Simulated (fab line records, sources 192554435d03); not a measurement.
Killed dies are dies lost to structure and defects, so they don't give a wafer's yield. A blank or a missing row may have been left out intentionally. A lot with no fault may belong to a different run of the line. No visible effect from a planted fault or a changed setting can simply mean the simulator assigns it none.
A struck lot beside a sound one / flow n5Finfet / 37 steps out of a route of 1938
Sound: the wafers L775.4, L775.5, L775.6. Struck: wafer L770.5. (L770.4 of the same lot was not struck and is left out.) The cause comes at the end.
Each step with rows lists, per side, the tool, then ch with its chambers, then its first start. Under that, the readings that differ: sound wafers / struck wafers / difference of the means / sigmas: that difference in standard deviations of wafers without a fault.
alike: words and numbers the same on both sides, and readings whose means are apart by under 2 such deviations; not compared: readings that were withheld, readings missing a value for some wafer, numbers with overlapping values and no deviation given by the record, and bounds like >300 which may hide the same value.
The two part at a step that has a row with sigmas, a row that says differs or no value, or rows on one side only. Numbers that have no deviation but don't overlap get no sigmas and don't part them. A reading missing from all wafers of one side parts the sides only when that side holds two or more wafers.

first, 9 steps without rows for these wafers: N5_MOL_CONTACT_COAG_COAT_34 (resist thk 40 nm); N5_MOL_CONTACT_COAG_EBR_36; N5_MOL_CONTACT_COAG_SOFTBAKE_35 (time 60 s); N5_MOL_CONTACT_COAG_EXPOSE_37 (exposes mask VD, defocus 0 nm); N5_MOL_CONTACT_COAG_PEB_38 (peb time 60 s); N5_MOL_CONTACT_COAG_DEVELOP_39 (develop time 30 s); N5_MOL_CONTACT_COAG_DESCUM_45 (chemistry O2, time 7 s); N5_MOL_CONTACT_COAG_ETCH_65 (etches underlayer in N2/H2, target depth 13 nm, time 10.4 s); N5_MOL_CONTACT_COAG_ETCH_66 (etches SiARC in CF4, target depth 13 nm, time 21.7 s).
N5_MOL_CONTACT_COAG_ALD_133: deposits SiO2, target thk 5 nm, pulse time 1 s, co reactant pulse time 1 s.
  sound on aldSin-03 ch 2,3, day 10 16:43; struck on aldSin-04 ch 0, day 9 07:57
reading=aldCycles; sound=35 35 35; struck=49; difference=+14; sigmas=
reading=model.SiO2_of_MOL_CONTACT_COAG_ALD_133.thkNm (nm); sound=5 5 5; struck=7; difference=+2; sigmas=
  alike: chamberPressureTorr, heaterPowerW, precursorPulseHeightRel
then, 25 steps without rows for these wafers: N5_MOL_CONTACT_COAG_ETCHBACK_134 (etches SiO2 in CHF3, target depth 10 nm, time 6.7 s); N5_MOL_CONTACT_COAG_ETCH_67 (etches SOC in N2/H2, target depth 60 nm, overetch 21 nm, time 101.2 s); N5_MOL_CONTACT_COAG_STRIP_68 (strips in N2/H2); N5_MOL_CONTACT_COAG_STRIP_69 (strips in N2/H2); N5_MOL_CONTACT_COAG_ETCHBACK_136 (etches SiO2 in CHF3, target depth 25 nm, time 16.7 s); N5_MOL_CONTACT_COAG_STRIP_120 (strips in CHF3); N5_MOL_CONTACT_COAG_VIA_ETCH_117 (etches SiO2 in C4F6/O2, target depth 40 nm, overetch 8 nm, time 26 s); N5_MOL_CONTACT_COAG_ETCH_124 (etches SiNx in CH3F/O2, stops on SiOC, target depth 6.5 nm); N5_MOL_CONTACT_COAG_ETCH_48 (etches SiOC in C4F6/O2, target depth 15 nm, overetch 4.5 nm, time 17 s); N5_MOL_CONTACT_COAG_STRIP_72 (strips in N2/H2); N5_MOL_CONTACT_COAG_STRIP_49 (strips in N2/H2, time 30 s); N5_MOL_CONTACT_COAG_PRECLEAN_138 (cleans in alkaline clean, time 60 s); N5_MOL_CONTACT_COAG_SRD_139 (time 30 s); N5_MOL_CONTACT_COAG_PRE_CLEAN_121; N5_MOL_CONTACT_COAG_CVD_140 (deposits W, target thk 66.5 nm, time 215 s); N5_MOL_CONTACT_COAG_PRECLEAN_127 (cleans in DIW, time 57.5 s); N5_MOL_CONTACT_COAG_SRD_128 (dry time 32 s); N5_MOL_CONTACT_COAG_CMP_52 (polishes, stops on SiO2, t overpolish 1.5 s, target thk 66.5 nm); N5_MOL_CONTACT_COAG_ANNEAL_112 (time 1800 s); N5_BEOL_M0_SAQP_PECVD_00 (deposits SiCN from 3MS/NH3, target thk 8 nm, time 14 s); N5_BEOL_M0_SAQP_ILD_DEP_01 (deposits SiOC from DEMS/O2, target thk 45.419 nm, time 8.7 s); N5_BEOL_M0_SAQP_HM_DEP_02 (deposits TiN, target thk 12 nm); N5_BEOL_M0_SAQP_PECVD_03 (deposits SiCN from 3MS/NH3, target thk 12 nm, time 21.1 s); N5_BEOL_M0_SAQP_PECVD_96 (deposits a-Si from SiH4/He, target thk 45 nm, time 45.2 s); N5_BEOL_M0_SAQP_PECVD_97 (deposits SiNx from SiH4/NH3/N2, target thk 23 nm, time 19.9 s).
N5_BEOL_M4_RC_MEAS_101:
  the record has rows for the sound wafers here (prober-01 ch 0, day 13 18:43) and none for the struck ones
-- record jumps: 7 days separate the struck wafers' starts on either side; left off in module BEOL_M4, taken up again in module PASSIVATION, whose first shown step is the route's number 1936 --
N5_PASSIVATION_PROBE_49:
  rows exist in the record for the struck wafers here (prober-01, day 16 14:08), but not for the sound ones

== WHERE THEY PART ==
Earliest at N5_BEOL_M4_RC_MEAS_101; latest, in this record, at N5_PASSIVATION_PROBE_49.

WHY: whatever the simulator had introduced
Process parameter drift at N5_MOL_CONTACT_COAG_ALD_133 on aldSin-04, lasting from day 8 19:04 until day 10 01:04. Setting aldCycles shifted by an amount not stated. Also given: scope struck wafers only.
